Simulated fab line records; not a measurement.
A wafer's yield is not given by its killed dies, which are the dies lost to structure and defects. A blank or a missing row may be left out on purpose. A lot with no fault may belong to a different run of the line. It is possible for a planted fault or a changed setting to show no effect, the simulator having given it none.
Split-lot experiment    flow n5_finfet    7 lots, 21 wafers read, on a route of 1938 steps

== THE SPLIT ==
At N5_BEOL_M15_COAT_04 (resist thk 800 nm), the setting spin_rpm was moved away from the recipe's 1704 rpm on 7 of the 21 wafers read, by -3.6% to +10.2%. This setting was run at the recipe's value on the other wafers.

== FROM THE SPLIT TO THE READING: what the file shows between them, 4 steps ==
- N5_BEOL_M15_EBR_06
- N5_BEOL_M15_SOFTBAKE_05: time 60 s
- N5_BEOL_M15_DESCUM_15: chemistry O2, time 7.9 s
- N5_BEOL_M15_ETCH_59: etches BARC in N2/H2, target depth 89 nm, overetch 26.7 nm, time 67.9 s

== THE READING ==
coat_of_BEOL_M15_COAT_04.thk_nm (the simulator's own value, which no gauge read), in nm, at N5_BEOL_M15_VIA_ETCH_16 (etches SiO2 in C4F8/O2/Ar, target depth 1792.2 nm). The file gives no usual value for it. Here, 14 wafers ran the recipe; their average is 336.4 nm with a standard deviation of 7.1 nm.

wafer   tool, chamber at the split  spin_rpm as run, rpm  against the recipe  coat_of_BEOL_M15_COAT_04.thk_nm, nm  against lot-mates on the recipe
L077.1  litho_track-02, 0           1704                  recipe              349                                  -
L077.2  litho_track-02, 0           1704                  recipe              345                                  -
L077.6  litho_track-02, 0           1878                  +10.2%              305.2                                -41.8
L078.1  litho_track-02, 0           1704                  recipe              337.2                                -
L078.2  litho_track-02, 0           1704                  recipe              336.6                                -
L078.5  litho_track-02, 0           1704                  recipe              339.4                                -
L085.1  litho_track-02, 0           1704                  recipe              338.6                                -
L085.3  litho_track-02, 0           1704                  recipe              330.6                                -
L085.6  litho_track-02, 0           1704                  recipe              331.6                                -
L086.1  litho_track-03, 0           1704                  recipe              320.4                                -
L086.4  litho_track-03, 0           1850                  +8.6%               286.6                                -33.8
L086.5  litho_track-03, 0           1850                  +8.6%               297                                  -23.4
L087.3  litho_track-01, 0           1704                  recipe              333.2                                -
L087.5  litho_track-01, 0           1704                  recipe              327.6                                -
L087.6  litho_track-01, 0           1704                  recipe              340.4                                -
L092.3  litho_track-02, 0           1752                  +2.8%               320                                  -21.8
L092.4  litho_track-02, 0           1704                  recipe              341.8                                -
L092.5  litho_track-02, 0           1752                  +2.8%               342                                  +0.2
L095.3  litho_track-01, 0           1704                  recipe              338.2                                -
L095.4  litho_track-01, 0           1642                  -3.6%               358.8                                +20.6
L095.5  litho_track-01, 0           1642                  -3.6%               357.6                                +19.4

THE FIT
A straight line over all 21 wafers: coat_of_BEOL_M15_COAT_04.thk_nm changes by -4.45 nm for each +1% of spin_rpm; r = -0.89; the points scatter about the line by 8.6 nm.
The same after taking each lot's own level away (the mean of its wafers on the recipe; 21 wafers): -3.91 nm for each +1%; r = -0.94; scatter 5.3 nm.
On that fit, the largest move of spin_rpm shifts the reading by 40 nm.
Measured against the standard deviation above, the lots' own levels, which go from 320.40 to 347.00 nm, span 3.8 times it.
So the slope is not independent of the lot-to-lot level: the two fits are not the same.
Check: -37.4 nm against its lot-mates is what the line predicts for one of the wafers moved furthest among these (+10.2%) when that wafer is left out of the fit. Against them it came out at -41.8 nm.

== THE OTHER SPLITS THESE WAFERS WENT THROUGH ==
Other splits were also applied to these wafers ahead of the reading. Each is held against what the fit with the lots' levels taken away leaves over:
other split on the same wafers  wafers away from the commonest value  r with coat_of_BEOL_M15_COAT_04.thk_nm (lot level and that fit taken away)
N5_BEOL_M8_ALD_77 purge_time_s  4                                     -0.22
N5_BEOL_M11_COAT_59 spin_rpm    12                                    +0.23
N5_BEOL_M11_COAT_05 spin_rpm    9                                     -0.12
N5_BEOL_M13_COAT_04 spin_rpm    6                                     +0.02
N5_BEOL_M14_COAT_22 spin_rpm    9                                     +0.18
N5_BEOL_M14_EXPOSE_25 dose_mj   6                                     -0.46

== THE WHOLE CHAIN: every reading that the file lists as answering this split, in the file's order ==
step                     what it does                                                             reading                                                                           change (the file's fit)               r (the file's)
N5_BEOL_M15_COAT_04      resist thk 800 nm                                                        coat_of_BEOL_M15_COAT_04.thk_nm (the simulator's own value, which no gauge read)  -3.53 nm for each +1% of the setting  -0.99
N5_BEOL_M15_ETCH_59      etches BARC in N2/H2, target depth 89 nm, overetch 26.7 nm, time 67.9 s  coat_of_BEOL_M15_COAT_04.thk_nm (the simulator's own value, which no gauge read)  -3.72 nm for each +1% of the setting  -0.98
N5_BEOL_M15_VIA_ETCH_16  etches SiO2 in C4F8/O2/Ar, target depth 1792.2 nm                        coat_of_BEOL_M15_COAT_04.thk_nm (the simulator's own value, which no gauge read)  -3.9 nm for each +1% of the setting   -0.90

== FILE'S OWN FIT ==
coat_of_BEOL_M15_COAT_04.thk_nm changes by -3.9 nm for each +1% of spin_rpm, r = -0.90.
